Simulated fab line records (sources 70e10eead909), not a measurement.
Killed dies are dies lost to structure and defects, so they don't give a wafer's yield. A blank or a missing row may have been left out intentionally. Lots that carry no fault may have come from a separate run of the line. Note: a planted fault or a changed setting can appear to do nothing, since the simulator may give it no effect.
Struck lot and sound lot, side by side :: flow nand harc :: 13 steps out of a route of 1302
Sound: wafers L566.1, L566.4, L566.6. Struck: wafers L572.3, L572.4. The cause comes at the end.
For every step that has rows: the tool of each side, followed by ch and its chambers, followed by its first start. Under that, the readings that differ: sound wafers :: struck wafers :: difference of the means :: sigmas: that difference in standard deviations of wafers without a fault.
alike: readings with means less than 2 such deviations apart, plus words and numbers identical on both sides. not compared: withheld readings, readings lacking a value on some wafer, bounds such as >300 that could conceal the same value, and numbers that have no deviation in the record and whose values overlap.
Wherever a step has rows on one side only, a row that says differs or no value, or a row with sigmas, the two part there. Non-overlapping numbers with no deviation appear without sigmas and do not part them. A reading missing from all wafers of one side parts the sides only when that side holds two or more wafers.

first, 2 steps without rows for these wafers: NHARC_A_SOURCE_PLATE_CVD_03 (deposits poly-Si, target thk 200 nm, time 4000 s); NHARC_A_SOURCE_PLATE_ANNEAL_05 (time 1800 s).
NHARC_A_SOURCE_PLATE_THK_MEAS_06: measures by ellipsometry.
  sound on film metro-01 at day 9 08:07; struck on film metro-02 at day 12 06:49
  alike: thk nm
NHARC_A_SOURCE_PLATE_INSPECT_08:
  sound on defect inspect-02 at day 9 08:11; struck on defect inspect-02 at day 12 06:53
  alike: raw defect count
following that, 1 step holds no rows for these wafers, namely NHARC_A_ONON_D1_DEP_00 (target thickness 1000 nm).
NHARC_A_ONON_D1_THK_MEAS_02: measures by ellipsometry.
  sound on film metro-02 at day 9 08:46; struck on film metro-01 at day 12 07:28
  alike: thk nm
following that, 1 step holds no rows for these wafers, namely NHARC_A_ONON_D1_DEP_03 (target thickness 1000 nm).
NHARC_A_ONON_D1_THK_MEAS_05: measures by ellipsometry.
  sound on film metro-01 at day 9 09:20; struck on film metro-01 at day 12 08:02
  alike: thk nm
following that, 1 step holds no rows for these wafers, namely NHARC_A_ONON_D1_DEP_06 (target thickness 1000 nm).
NHARC_A_ONON_D1_THK_MEAS_08: measures by ellipsometry.
  sound on film metro-01 at day 9 09:53; struck on film metro-02 at day 12 08:36
  alike: thk nm
NHARC_A_ONON_D1_DEP_09: target thk 1000 nm.
  sound on pecvd onon-01 ch 0, day 9 09:57; struck on pecvd onon-03 ch 0, day 12 08:46
reading: n2o flow sccm (sccm)
sound: 1997 2010 1995
struck: 2016 2011
difference: +13
sigmas: +2
NHARC_A_ONON_D1_THK_MEAS_11: measures by ellipsometry.
  sound on film metro-02 at day 9 10:28; struck on film metro-01 at day 12 09:10
reading: thk nm (nm)
sound: 1007 1006 1007
struck: 957 956
difference: -50
sigmas: -6
following that, 1 step holds no rows for these wafers, namely NHARC_A_ONON_D1_DEP_12 (target thickness 1000 nm).

## WHERE THEY PART
Earliest at NHARC_A_ONON_D1_DEP_09; latest, in this record, at NHARC_A_ONON_D1_THK_MEAS_11.

WHY: what the simulator had put in
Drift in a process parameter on pecvd onon-03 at NHARC_A_ONON_D1_DEP_09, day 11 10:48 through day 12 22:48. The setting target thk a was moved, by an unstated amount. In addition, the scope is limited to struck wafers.
